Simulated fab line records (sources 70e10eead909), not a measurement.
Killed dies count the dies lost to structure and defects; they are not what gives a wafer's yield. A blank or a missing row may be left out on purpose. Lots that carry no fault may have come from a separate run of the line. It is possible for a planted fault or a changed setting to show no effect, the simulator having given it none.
The tool behind it: which one? / flow nand harc / Sampling: 14 lots, 42 wafers, 6 of 1302 route steps

WHAT EACH GAUGE READ, for each wafer
NHARC_A_ONON_D2_THK_MEAS_05: measures by ellipsometry.
lot=L716; measured=day 12 07:07; on=film metro-01; thk nm (nm)=1007 1006 1007
lot=L718; measured=day 12 21:01; on=film metro-01; thk nm (nm)=991 993 992
lot=L725; measured=day 16 01:39; on=film metro-02; thk nm (nm)=1028 1029 1028
lot=L724; measured=day 16 01:47; on=film metro-01; thk nm (nm)=988 986 987
lot=L723; measured=day 16 01:50; on=film metro-02; thk nm (nm)=995 994 994
lot=L730; measured=day 19 00:04; on=film metro-01; thk nm (nm)=991 992 991
lot=L732; measured=day 19 00:56; on=film metro-01; thk nm (nm)=998 998 999
lot=L734; measured=day 19 14:37; on=film metro-01; thk nm (nm)=1020 1022 1022
lot=L733; measured=day 19 14:41; on=film metro-01; thk nm (nm)=1017 1019 1015
lot=L735; measured=day 20 19:13; on=film metro-01; thk nm (nm)=1019 1020 1020
lot=L736; measured=day 21 10:13; on=film metro-01; thk nm (nm)=984 988 987
lot=L737; measured=day 21 10:14; on=film metro-02; thk nm (nm)=1013 1013 1012
lot=L738; measured=day 21 23:55; on=film metro-01; thk nm (nm)=995 994 994
lot=L739; measured=day 21 23:55; on=film metro-02; thk nm (nm)=973 974 974

NHARC_A_ONON_D2_THK_MEAS_14: measures by ellipsometry.
lot=L716; measured=day 12 08:49; on=film metro-01; thk nm (nm)=1017 1015 1018
lot=L718; measured=day 12 22:43; on=film metro-01; thk nm (nm)=988 987 989
lot=L725; measured=day 16 03:22; on=film metro-01; thk nm (nm)=1004 1007 1005
lot=L724; measured=day 16 03:28; on=film metro-02; thk nm (nm)=998 999 1000
lot=L723; measured=day 16 03:32; on=film metro-01; thk nm (nm)=998 1000 1001
lot=L730; measured=day 19 01:46; on=film metro-01; thk nm (nm)=998 996 997
lot=L732; measured=day 19 02:41; on=film metro-01; thk nm (nm)=1002 1002 1002
lot=L734; measured=day 19 16:19; on=film metro-01; thk nm (nm)=1002 1004 1001
lot=L733; measured=day 19 16:23; on=film metro-02; thk nm (nm)=999 1000 1002
lot=L735; measured=day 20 20:55; on=film metro-01; thk nm (nm)=995 993 994
lot=L736; measured=day 21 11:55; on=film metro-02; thk nm (nm)=1009 1008 1008
lot=L737; measured=day 21 11:56; on=film metro-01; thk nm (nm)=993 991 992
lot=L738; measured=day 22 01:37; on=film metro-02; thk nm (nm)=998 998 998
lot=L739; measured=day 22 01:37; on=film metro-01; thk nm (nm)=999 1001 1001

NHARC_A_ONON_D2_THK_MEAS_24: measures by ellipsometry.
lot=L716; measured=day 12 19:45; on=film metro-02; thk nm (nm)=1001 1003 1001
lot=L718; measured=day 13 07:36; on=film metro-01; thk nm (nm)=1006 1006 1005
lot=L725; measured=day 16 12:31; on=film metro-01; thk nm (nm)=1005 1005 1005
lot=L724; measured=day 16 12:53; on=film metro-01; thk nm (nm)=1008 1009 1009
lot=L723; measured=day 16 12:40; on=film metro-02; thk nm (nm)=1002 1004 1001
lot=L730; measured=day 19 10:55; on=film metro-01; thk nm (nm)=989 989 990
lot=L732; measured=day 19 10:56; on=film metro-01; thk nm (nm)=1008 1007 1009
lot=L734; measured=day 20 01:10; on=film metro-02; thk nm (nm)=1000 1000 1000
lot=L733; measured=day 20 01:10; on=film metro-01; thk nm (nm)=1015 1015 1014
lot=L735; measured=day 21 05:46; on=film metro-01; thk nm (nm)=1011 1010 1013
lot=L736; measured=day 21 21:45; on=film metro-02; thk nm (nm)=1009 1010 1009
lot=L737; measured=day 21 21:45; on=film metro-01; thk nm (nm)=1001 1000 999
lot=L738; measured=day 22 10:48; on=film metro-02; thk nm (nm)=985 986 987
lot=L739; measured=day 22 10:48; on=film metro-01; thk nm (nm)=995 996 995

NHARC_A_ONON_D2_THK_MEAS_27: measures by ellipsometry.
lot=L716; measured=day 12 20:19; on=film metro-01; thk nm (nm)=1008 1010 1008
lot=L718; measured=day 13 08:10; on=film metro-02; thk nm (nm)=1008 1009 1010
lot=L725; measured=day 16 13:05; on=film metro-01; thk nm (nm)=1117 1118 1003
lot=L724; measured=day 16 13:26; on=film metro-01; thk nm (nm)=1113 996 1112
lot=L723; measured=day 16 13:14; on=film metro-01; thk nm (nm)=994 995 993
lot=L730; measured=day 19 11:29; on=film metro-01; thk nm (nm)=995 996 993
lot=L732; measured=day 19 11:29; on=film metro-01; thk nm (nm)=997 995 996
lot=L734; measured=day 20 01:43; on=film metro-01; thk nm (nm)=998 997 998
lot=L733; measured=day 20 01:44; on=film metro-01; thk nm (nm)=992 993 992
lot=L735; measured=day 21 06:20; on=film metro-01; thk nm (nm)=992 992 991
lot=L736; measured=day 21 22:19; on=film metro-01; thk nm (nm)=998 996 997
lot=L737; measured=day 21 22:19; on=film metro-02; thk nm (nm)=1000 1000 1002
lot=L738; measured=day 22 11:22; on=film metro-01; thk nm (nm)=1001 1003 1002
lot=L739; measured=day 22 11:22; on=film metro-02; thk nm (nm)=986 985 985

NHARC_END_SORT_01.
lot=L730; measured=day 30 23:19; on=prober-01; killed at array=57 56 53; killed at other=3 2 3; killed at periphery=4 0 2; killed dies=64 58 58; killed open=10 4 5; killed short=3 0 0
lot=L732; measured=day 31 08:22; on=prober-01; killed at array=41 36 41; killed at other=1 0 0; killed at periphery=3 5 6; killed dies=45 41 47; killed open=3 3 7; killed short=5 3 1
lot=L733; measured=day 32 03:04; on=prober-01; killed at array=94 101 82; killed at other=0 1 0; killed at periphery=5 3 3; killed dies=99 105 85; killed open=8 8 5; killed short=4 2 1

WHICH TOOL RAN EACH LOT (tool, then ch and the chambers of the sampled wafers, then the start)
lot=L716; NHARC_A_ONON_D2_DEP_25=pecvd onon-02 ch 0, day 12 19:55
lot=L718; NHARC_A_ONON_D2_DEP_25=pecvd onon-02 ch 0, day 13 07:40
lot=L725; NHARC_A_ONON_D2_DEP_25=pecvd onon-04 ch 0, day 16 12:35
lot=L724; NHARC_A_ONON_D2_DEP_25=pecvd onon-04 ch 0, day 16 12:56
lot=L723; NHARC_A_ONON_D2_DEP_25=pecvd onon-01 ch 0, day 16 12:47
lot=L730; NHARC_A_ONON_D2_DEP_25=pecvd onon-02 ch 0, day 19 11:02
lot=L732; NHARC_A_ONON_D2_DEP_25=pecvd onon-01 ch 0, day 19 10:59
lot=L734; NHARC_A_ONON_D2_DEP_25=pecvd onon-02 ch 0, day 20 01:13
lot=L733; NHARC_A_ONON_D2_DEP_25=pecvd onon-04 ch 0, day 20 01:20
lot=L735; NHARC_A_ONON_D2_DEP_25=pecvd onon-01 ch 0, day 21 06:00
lot=L736; NHARC_A_ONON_D2_DEP_25=pecvd onon-02 ch 0, day 21 21:52
lot=L737; NHARC_A_ONON_D2_DEP_25=pecvd onon-01 ch 0, day 21 21:49
lot=L738; NHARC_A_ONON_D2_DEP_25=pecvd onon-02 ch 0, day 22 10:52
lot=L739; NHARC_A_ONON_D2_DEP_25=pecvd onon-01 ch 0, day 22 10:52
- NHARC_A_ONON_D2_DEP_25: target thk 1000 nm.

AS READ BY THE TOOLS THEMSELVES (means over the sampled wafers that have a number; for cases with no such wafer, the mark the record gives instead)
NHARC_A_ONON_D2_DEP_25.
lot=L716; tool=pecvd onon-02; sih4 flow sccm (sccm)=209.5
lot=L718; tool=pecvd onon-02; sih4 flow sccm (sccm)=210.9
lot=L725; tool=pecvd onon-04; sih4 flow sccm (sccm)=210.0
lot=L724; tool=pecvd onon-04; sih4 flow sccm (sccm)=209.2
lot=L723; tool=pecvd onon-01; sih4 flow sccm (sccm)=210.3
lot=L730; tool=pecvd onon-02; sih4 flow sccm (sccm)=210.1
lot=L732; tool=pecvd onon-01; sih4 flow sccm (sccm)=210.2
lot=L734; tool=pecvd onon-02; sih4 flow sccm (sccm)=210.3
lot=L733; tool=pecvd onon-04; sih4 flow sccm (sccm)=210.7
lot=L735; tool=pecvd onon-01; sih4 flow sccm (sccm)=210.5
lot=L736; tool=pecvd onon-02; sih4 flow sccm (sccm)=210.4
lot=L737; tool=pecvd onon-01; sih4 flow sccm (sccm)=210.3
lot=L738; tool=pecvd onon-02; sih4 flow sccm (sccm)=209.4
lot=L739; tool=pecvd onon-01; sih4 flow sccm (sccm)=209.2

THE ANSWER, worked out from the rows above alone
Rule: usual is defined by the lots themselves. The widest of any qualifying gaps counts: lots, ordered by their means at a reading, are off when they make up no more than a third of the lots, leave a main group of 4 or more, and stand apart from it by 3 or more times the standard deviation of that group's means. The tables above print the reading to a certain number of digits; a main group whose means all agree to those digits is not used. A lot without any number at a reading at which 4 lots or more have one is off too. The other lots that the step has rows for count as sound. The gauges are gone through in route order, then the tools' own readings, and for those a lot's mean is taken as printed above. The first step at which some lot is off is used, and at that step the reading that is off furthest; a lot without a number counts as furthest.
Off: L725, L724 (NHARC_A_ONON_D2_THK_MEAS_27, thk nm). For the main group the mean is 997 nm and the standard deviation 6.6.
A tool fits if, at a process step before that reading, it ran every lot that is off, and no sound lot after the first of them. Those tools and the gauges at NHARC_A_ONON_D2_THK_MEAS_27 are tried in the same way. None of those tried fits.

WHAT WAS PUT IN BY THE SIMULATOR
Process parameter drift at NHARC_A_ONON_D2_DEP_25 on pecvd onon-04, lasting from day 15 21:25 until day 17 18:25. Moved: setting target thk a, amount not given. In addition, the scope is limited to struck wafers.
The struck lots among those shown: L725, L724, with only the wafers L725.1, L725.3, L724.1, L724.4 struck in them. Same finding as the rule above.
